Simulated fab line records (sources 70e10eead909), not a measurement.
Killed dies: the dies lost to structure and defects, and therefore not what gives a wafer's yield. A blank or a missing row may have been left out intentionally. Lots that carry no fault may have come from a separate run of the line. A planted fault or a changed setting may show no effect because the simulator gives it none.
fab line records -- flow nandHarc
record: lots: 12, wafers: 36, lastDay: 32
route steps=1302 shown P_START@1 P_ZERO_WELL@14 P_STI@88 END@1302
lots with no fault: from the same line, run without faults
startH: start of the lot's first displayed wafer, in hours after the record's first day -- waitH: hours elapsed since this lot's preceding step -- " as in the row above -- L1.1+2: several wafers, shown together as one row -- - no value, or no start was given -- * or withheld: withheld -- < > ~ a bound
route shown NAME@n: NAME is a module with steps in the file, n the number in the route of the first one -- usual: mean and standard deviation over wafers with no fault -- same: alike in all rows -- chamber/n: place in a boat -- sites: each site's reading -- _std_site: the values' standard deviation -- _edge_site: mean of outer sites minus mean of inner sites -- radiusMm: how far each site lies from the wafer's centre -- mask NAME#n: copy n -- behind: tool/chamber where the wafer was last shaped -- hold: reason for holding the lot/hours on hold/outcome of the hold -- device: whichever transistor did not switch (one of n, p or np) -- end of line: tests of these same wafers at the route's end -- a step given without rows: its recipe and nothing more -- killed: at the first sort, the dies lost to defects and structure; wafer yield is something else -- map: dies across one wafer; x = killed, . = not, _ = none there
set.NAME: the run value of the setting; set.NAME@STEP: its run value at that earlier step -- model.NAME: the simulator's own value behind a step, which no gauge read
one table for each step of the route and one row for each wafer, over a sample of lots
services: when a tool's chamber went out of use (startH, in hours from the record's first day, below 0 if earlier), for how many hours, and the reason
== steps ==
step: NHARC_P_START_INSPECT_01
usual: rawDefectCount: 3.3/1.7
lot.wafer,tool,chamber,startH,waitH,rawDefectCount
L938.1,defectInspect-01,-,20.04,-,3
L938.5,defectInspect-01,-,20.04,-,4
L938.6,defectInspect-01,-,20.04,-,1
L939.4,defectInspect-02,-,30.05,-,6
L939.5,defectInspect-02,-,30.05,-,3
L939.6,defectInspect-02,-,30.05,-,4
L940.1,defectInspect-02,-,40.04,-,5
L940.3,defectInspect-02,-,40.04,-,3
L940.4,defectInspect-02,-,40.04,-,7
L943.3,defectInspect-01,-,70.04,-,3
L943.4,defectInspect-01,-,70.04,-,2
L943.6,defectInspect-01,-,70.04,-,7
L944.1,defectInspect-01,-,80.04,-,6
L944.5,defectInspect-01,-,80.04,-,2
L944.6,defectInspect-01,-,80.04,-,4
L945.1,defectInspect-01,-,90.03,-,3
L945.2,defectInspect-01,-,90.03,-,2
L945.5,defectInspect-01,-,90.03,-,6
L946.1,defectInspect-01,-,100.04,-,3
L946.3,defectInspect-01,-,100.04,-,7
L946.6,defectInspect-01,-,100.04,-,2
L953.1,defectInspect-01,-,170.04,-,1
L953.2,defectInspect-01,-,170.04,-,4
L953.4,defectInspect-01,-,170.04,-,3
L954.1,defectInspect-02,-,180.04,-,3
L954.2,defectInspect-02,-,180.04,-,2
L954.4,defectInspect-02,-,180.04,-,1
L958.1,defectInspect-02,-,220.04,-,10
L958.2,defectInspect-02,-,220.04,-,3
L958.4,defectInspect-02,-,220.04,-,0
L959.1,defectInspect-01,-,230.03,-,4
L959.3,defectInspect-01,-,230.03,-,6
L959.4,defectInspect-01,-,230.03,-,3
L960.1,defectInspect-02,-,240.04,-,2
L960.3,defectInspect-02,-,240.04,-,4
L960.5,defectInspect-02,-,240.04,-,1
step: NHARC_P_ZERO_WELL_CD_MEAS_11
recipe: targetCdNm: 500, landingEnergyEv: 500
usual: cdNm: 499.5/2.1
lot.wafer,tool,chamber,startH,waitH,cdNm
L938.1,cdSem-01,0,21.12,-,502.0
L938.5,cdSem-01,0,21.12,-,503.0
L938.6,cdSem-01,0,21.12,-,503.7
L939.4,cdSem-01,0,31.13,-,498.2
L939.5,cdSem-01,0,31.13,-,498.6
L939.6,cdSem-01,0,31.13,-,496.1
L940.1,cdSem-03,0,41.12,-,501.9
L940.3,cdSem-03,0,41.12,-,496.4
L940.4,cdSem-03,0,41.12,-,495.9
L943.3,cdSem-01,0,71.36,-,496.2
L943.4,cdSem-01,0,71.36,-,499.0
L943.6,cdSem-01,0,71.36,-,501.4
L944.1,cdSem-02,0,81.25,-,496.4
L944.5,cdSem-02,0,81.25,-,496.0
L944.6,cdSem-02,0,81.25,-,497.5
L945.1,cdSem-03,0,91.24,-,504.3
L945.2,cdSem-03,0,91.24,-,500.3
L945.5,cdSem-03,0,91.24,-,501.5
L946.1,cdSem-03,0,101.25,-,500.9
L946.3,cdSem-03,0,101.25,-,498.5
L946.6,cdSem-03,0,101.25,-,498.7
L953.1,cdSem-02,0,171.12,-,496.6
L953.2,cdSem-02,0,171.12,-,500.5
L953.4,cdSem-02,0,171.12,-,497.1
L954.1,cdSem-01,0,181.24,-,498.5
L954.2,cdSem-01,0,181.24,-,498.9
L954.4,cdSem-01,0,181.24,-,501.2
L958.1,cdSem-03,0,221.23,-,500.6
L958.2,cdSem-03,0,221.23,-,501.1
L958.4,cdSem-03,0,221.23,-,498.7
L959.1,cdSem-02,0,231.12,-,500.1
L959.3,cdSem-02,0,231.12,-,497.2
L959.4,cdSem-02,0,231.12,-,501.3
L960.1,cdSem-02,0,241.11,-,502.3
L960.3,cdSem-02,0,241.11,-,500.4
L960.5,cdSem-02,0,241.11,-,498.7
step: NHARC_P_ZERO_WELL_PRECLEAN_68
recipe: timeS: 60, tempC: 50, bathAgeMin: 0, chemistry: SC1
usual: bathGuardTempC: 50.1/0.42, h2o2FlowMLMin: 56.62/0.16
lot.wafer,tool,chamber,startH,waitH,bathGuardTempC,h2o2FlowMLMin
L938.5,wetBench-06,0,26.34,-,50.6,56.52
L938.6,wetBench-06,1,26.34,-,49.5,56.51
L938.1,wetBench-06,4,26.34,-,49.8,56.52
L939.5,wetBench-06,2,36.27,-,49.8,56.81
L939.4,wetBench-06,4,36.27,-,50.1,56.78
L939.6,wetBench-06,5,36.27,-,50.3,56.84
L940.3,wetBench-06,4,46.35,-,50.2,56.76
L940.4,wetBench-06,0,46.35,-,50.6,56.56
L940.1,wetBench-06,1,46.35,-,49.5,56.56
L943.4,wetBench-06,2,76.86,-,49.9,56.45
L943.3,wetBench-06,4,76.86,-,50.0,56.66
L943.6,wetBench-06,6,76.86,-,50.1,56.54
L944.5,wetBench-01,0,86.67,-,50.6,56.41
L944.6,wetBench-01,1,86.67,-,49.9,56.35
L944.1,wetBench-01,3,86.67,-,50.9,56.64
L945.5,wetBench-01,6,96.61,-,49.9,56.62
L945.1,wetBench-01,7,96.61,-,50.6,56.72
L945.2,wetBench-01,2,96.61,-,49.6,56.58
L946.1,wetBench-06,0,106.52,-,50.1,56.67
L946.6,wetBench-06,1,106.52,-,50.0,56.87
L946.3,wetBench-06,2,106.52,-,50.2,56.57
L953.1,wetBench-06,7,176.51,-,50.7,56.47
L953.4,wetBench-06,0,176.51,-,50.0,56.56
L953.2,wetBench-06,2,176.51,-,49.6,56.64
L954.1,wetBench-06,7,186.51,-,50.1,56.32
L954.2,wetBench-06,0,186.51,-,50.0,56.78
L954.4,wetBench-06,2,186.51,-,49.7,56.71
L958.4,wetBench-01,4,227.96,-,49.5,56.63
L958.1,wetBench-01,5,227.96,-,50.3,56.69
L958.2,wetBench-01,1,227.96,-,50.3,56.33
L959.4,wetBench-02,3,236.50,-,50.2,56.67
L959.1,wetBench-02,4,236.50,-,49.9,56.41
L959.3,wetBench-02,5,236.50,-,50.4,56.63
L960.1,wetBench-01,1,246.66,-,50.5,56.81
L960.5,wetBench-01,2,246.66,-,49.6,56.47
L960.3,wetBench-01,6,246.66,-,50.4,56.70
step: NHARC_P_ZERO_WELL_INSPECT_43
usual: rawDefectCount: 12/6.3
lot.wafer,tool,chamber,startH,waitH,rawDefectCount
L938.1,defectInspect-01,-,27.41,0.6,9
L938.5,defectInspect-01,-,27.41,0.6,12
L938.6,defectInspect-01,-,27.41,0.6,8
L939.4,defectInspect-01,-,37.33,0.2,14
L939.5,defectInspect-01,-,37.33,0.2,28
L939.6,defectInspect-01,-,37.33,0.2,15
L940.1,defectInspect-01,-,47.43,0.6,8
L940.3,defectInspect-01,-,47.43,0.6,9
L940.4,defectInspect-01,-,47.43,0.6,11
L943.3,defectInspect-01,-,77.93,0.4,8
L943.4,defectInspect-01,-,77.93,0.4,8
L943.6,defectInspect-01,-,77.93,0.4,13
L944.1,defectInspect-02,-,87.74,0.6,19
L944.5,defectInspect-02,-,87.74,0.6,31
L944.6,defectInspect-02,-,87.74,0.6,17
L945.1,defectInspect-01,-,97.67,0.6,7
L945.2,defectInspect-01,-,97.67,0.6,8
L945.5,defectInspect-01,-,97.67,0.6,10
L946.1,defectInspect-02,-,107.58,0.6,14
L946.3,defectInspect-02,-,107.58,0.6,8
L946.6,defectInspect-02,-,107.58,0.6,7
L953.1,defectInspect-02,-,177.57,0.6,1449
L953.2,defectInspect-02,-,177.57,0.6,1435
L953.4,defectInspect-02,-,177.57,0.6,1474
L954.1,defectInspect-01,-,187.57,0.6,1442
L954.2,defectInspect-01,-,187.57,0.6,1466
L954.4,defectInspect-01,-,187.57,0.6,1395
L958.1,defectInspect-01,-,229.03,0.6,20
L958.2,defectInspect-01,-,229.03,0.6,13
L958.4,defectInspect-01,-,229.03,0.6,8
L959.1,defectInspect-01,-,237.55,0.6,6
L959.3,defectInspect-01,-,237.55,0.6,6
L959.4,defectInspect-01,-,237.55,0.6,11
L960.1,defectInspect-02,-,247.74,0.6,10
L960.3,defectInspect-02,-,247.74,0.6,10
L960.5,defectInspect-02,-,247.74,0.6,13
step: NHARC_P_STI_ETCH_42
recipe: targetDepthA: 800, overetchA: 240, timeS: 61, ionEnergyEv: 200, n2FlowSccm: 150, h2FlowSccm: 150, arFlowSccm: 0, rfW: 400, biasW: 150, chemistry: N2/H2
usual: drypumpMotorCurrentA: 5.7/0.38, oesProductAu: 1.000/0.011, rfVppV: 429.6/2.5, showerheadPlenumPTorr: 2.00/0.09, throttleValvePct: 14.172/0.0093
lot.wafer,tool,chamber,startH,waitH,drypumpMotorCurrentA,oesProductAu,rfHoursCounterH,rfVppV,showerheadPlenumPTorr,throttleValvePct
L939.4,rieDiel-13,0,54.96,0.1,5.5,1.032,2,426.1,1.91,14.179
L939.5,rieDiel-13,2,54.96,0.1,5.1,1.008,-,429.6,2.00,14.175
L939.6,rieDiel-13,3,54.96,0.1,5.6,1.009,-,431.3,2.07,14.184
L938.1,rieDiel-03,0,55.13,0.1,5.2,0.985,7,430.3,2.02,14.174
L938.6,rieDiel-03,0,55.13,0.1,5.2,0.987,-,429.6,2.02,14.175
L938.5,rieDiel-03,2,55.13,0.1,5.9,1.021,-,432.2,2.11,14.167
L940.3,rieDiel-09,1,64.85,0.1,5.2,1.003,7,428.3,1.93,14.167
L940.4,rieDiel-09,3,64.85,0.1,5.5,0.993,8,426.0,1.89,14.157
L940.1,rieDiel-09,0,64.85,0.1,6.3,0.995,7,431.0,2.06,14.173
L943.4,rieDiel-09,2,95.02,0.1,5.7,1.001,10,434.1,2.17,14.154
L943.3,rieDiel-09,0,95.02,0.1,6.3,0.997,10,431.3,2.06,14.171
L943.6,rieDiel-09,2,95.02,0.1,5.7,0.995,-,433.5,2.17,14.158
L944.1,rieDiel-09,1,102.54,0.1,5.2,0.997,10,426.8,1.93,14.177
L944.6,rieDiel-09,1,102.54,0.1,5.2,0.993,-,429.0,1.93,14.181
L944.5,rieDiel-09,2,102.54,0.1,5.7,1.016,-,434.5,2.16,14.173
L945.1,rieDiel-13,2,113.31,0.1,5.2,0.992,5,430.3,2.00,14.184
L945.2,rieDiel-13,3,113.31,0.1,5.6,0.998,4,432.1,2.07,14.162
L945.5,rieDiel-13,0,113.31,0.1,5.5,1.004,-,426.5,1.91,14.178
L946.3,rieDiel-03,2,123.80,0.1,5.8,1.002,1,432.0,2.11,14.157
L946.1,rieDiel-03,0,123.80,0.1,5.2,0.988,1,429.7,2.02,14.173
L946.6,rieDiel-03,2,123.80,0.1,5.8,1.010,-,431.4,2.11,14.174
L953.1,rieDiel-09,0,192.33,0.1,6.3,0.985,4,431.3,2.06,14.189
L953.2,rieDiel-09,2,192.33,0.1,5.8,0.992,4,435.3,2.16,14.162
L953.4,rieDiel-09,3,192.33,0.1,5.5,1.012,4,426.7,1.89,14.175
L954.2,rieDiel-09,0,203.27,0.1,6.3,0.979,5,432.5,2.06,14.171
L954.4,rieDiel-09,1,203.27,0.1,5.2,1.010,5,427.4,1.93,14.181
L954.1,rieDiel-09,2,203.27,0.1,5.7,1.011,5,434.6,2.16,14.164
L958.2,rieDiel-03,0,244.57,0.1,5.2,1.003,8,428.7,2.02,14.177
L958.4,rieDiel-03,1,244.57,0.1,5.8,1.013,8,427.3,1.90,14.175
L958.1,rieDiel-03,2,244.57,0.1,5.8,1.027,8,433.7,2.11,14.168
L959.4,rieDiel-09,0,254.71,0.1,6.3,0.982,10,429.8,2.06,14.178
L959.3,rieDiel-09,1,254.71,0.1,5.2,1.001,11,426.4,1.92,14.174
L959.1,rieDiel-09,2,254.71,0.1,5.7,1.008,10,432.1,2.16,14.169
L960.3,rieDiel-03,1,265.84,0.1,5.8,0.999,9,426.2,1.90,14.179
L960.1,rieDiel-03,3,265.84,0.1,5.7,1.020,8,429.9,1.99,14.185
L960.5,rieDiel-03,1,265.84,0.1,5.8,1.009,-,428.2,1.90,14.178
step: NHARC_END_SORT_01
recipe: tempC: 25
usual: killedAtArray: 58/20, killedAtOther: 1.0/1.2, killedAtPeriphery: 4.1/3, killedDies: 63/20, killedOpen: 3.2/1.7, killedShort: 2.5/1.5
same: grossDies: 677
lot.wafer,tool,chamber,startH,waitH,killedAtArray,killedAtOther,killedAtPeriphery,killedDies,killedOpen,killedShort
L953.1,prober-02,0,700.69,2.5,59,0,115,174,3,3
L953.2,prober-02,0,701.51,2.8,73,0,111,184,4,2
L953.4,prober-02,0,703.15,3.5,64,0,54,118,3,2
L954.1,prober-02,0,718.63,2.5,50,1,109,160,4,1
L954.2,prober-02,0,719.43,2.8,45,4,50,99,2,1
L954.4,prober-02,0,721.02,3.4,35,0,108,143,2,2
killed by level:class
L953.1 P_ZERO_WELL:unspecified=110 A_CHANNEL_HOLE_D1:chamberFilmFlake=23 A_CHANNEL_HOLE_D2:chamberFilmFlake=19 A_CHANNEL_FILL_D2:chamberFilmFlake=4 A_CHANNEL_FILL_D2:geometricParticle:open=2 A_WL_FILL:geometricParticle:short=2 P_ZERO_WELL:chamberFilmFlake=2 P_M2:chamberFilmFlake=2
L953.2 P_ZERO_WELL:unspecified=106 A_CHANNEL_HOLE_D1:chamberFilmFlake=34 A_CHANNEL_HOLE_D2:chamberFilmFlake=21 P_M2:chamberFilmFlake=4 A_CONTACT:chamberFilmFlake=4 A_CHANNEL_FILL_D2:geometricParticle:open=3 A_SLIT:chamberFilmFlake=3 A_WL_FILL:chamberFilmFlake=2
L953.4 P_ZERO_WELL:unspecified=48 A_CHANNEL_HOLE_D1:chamberFilmFlake=26 A_CHANNEL_HOLE_D2:chamberFilmFlake=19 A_CONTACT:chamberFilmFlake=8 P_M2:chamberFilmFlake=4 A_STAIRCASE:chamberFilmFlake=2 A_SLIT:chamberFilmFlake=2 P_M0:geometricParticle:open=1
L954.1 P_ZERO_WELL:unspecified=108 A_CHANNEL_HOLE_D2:chamberFilmFlake=27 A_CHANNEL_HOLE_D1:chamberFilmFlake=10 A_CONTACT:chamberFilmFlake=6 A_ONON_D2:geometricParticle:open=2 A_STAIRCASE:chamberFilmFlake=2 P_GATE:geometricParticle:open=1 A_ONON_D1:geometricParticle:short=1
L954.2 P_ZERO_WELL:unspecified=49 A_CHANNEL_HOLE_D2:chamberFilmFlake=22 A_CHANNEL_HOLE_D1:chamberFilmFlake=15 THIN_TSV:chamberFilmFlake=4 A_CONTACT:chamberFilmFlake=3 A_SLIT:chamberFilmFlake=2 A_DECK1_JOINT:geometricParticle:short=1 A_SGD_CUT:geometricParticle:open=1
L954.4 P_ZERO_WELL:unspecified=102 A_CHANNEL_HOLE_D2:chamberFilmFlake=14 A_CHANNEL_HOLE_D1:chamberFilmFlake=7 P_ZERO_WELL:chamberFilmFlake=5 A_CONTACT:chamberFilmFlake=3 A_STAIRCASE:chamberFilmFlake=2 A_SLIT:chamberFilmFlake=2 A_ONON_D1:geometricParticle:short=1
== services ==
tool,chamber,startH,hours,kind
rieDiel-09,1,16.85,6.5,repair
rieDiel-13,3,17.31,4.8,repair
wetBench-06,-,17.60,8.0,pm
wetBench-06,0,25.60,-,consumableReplace:bath
wetBench-06,0,25.60,-,consumableReplace:filter
rieDiel-03,3,27.81,7.7,repair
rieDiel-03,1,41.40,20.9,repair
wetBench-01,-,43.24,5.8,repair
wetBench-02,-,68.00,8.0,pm
wetBench-01,-,101.63,8.0,pm
rieDiel-03,-,104.30,9.0,pm
rieDiel-03,3,136.12,1.7,repair
rieDiel-09,-,143.10,9.0,pm
rieDiel-03,1,151.46,1.2,repair
rieDiel-13,-,165.00,9.0,pm
wetBench-06,-,193.60,8.0,pm
rieDiel-03,3,198.40,5.8,repair
wetBench-06,-,203.91,0.8,repair
rieDiel-09,2,218.79,4.5,repair
wetBench-02,-,229.91,1.3,repair
rieDiel-09,0,239.80,1.7,repair
wetBench-02,-,244.00,8.0,pm
rieDiel-13,3,249.14,13.6,repair
rieDiel-13,1,258.48,1.5,repair
== key ==
firstSign: step: NHARC_P_ZERO_WELL_INSPECT_43, reading: rawDefectCount, direction: up, sigmas: 99+, usual: 12, struck: 1444
effect: step: NHARC_END_SORT_01, reading: killedAtPeriphery, direction: up, sigmas: 29, usual: 4.1, struck: 91.2
moreKillsBornAt: NHARC_P_ZERO_WELL_PRECLEAN_68@wetBench-06: 523
metAt NHARC_P_ZERO_WELL_PRECLEAN_68
struckLots L953,L954
testerLeftOut L953,L954
notActingAt NHARC_P_START_INSPECT_01,NHARC_P_ZERO_WELL_CD_MEAS_11,NHARC_P_STI_ETCH_42
onsetBetween 106.52 176.51
fault: kind: chamberParticleSource, tool: wetBench-06, chamber: -, onsetH: 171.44, steps: NHARC_P_ZERO_WELL_PRECLEAN_68, ratePerVisitCm2: 2.2459, endH: 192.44
testerLeftOut: of these lots the tester's yield and bins aren't shown, on N5 and GAA mostly nor the transistor test; their killed dies are dies lost to structure and defects alone, not to doping, threshold or leakage, so they don't give the yield
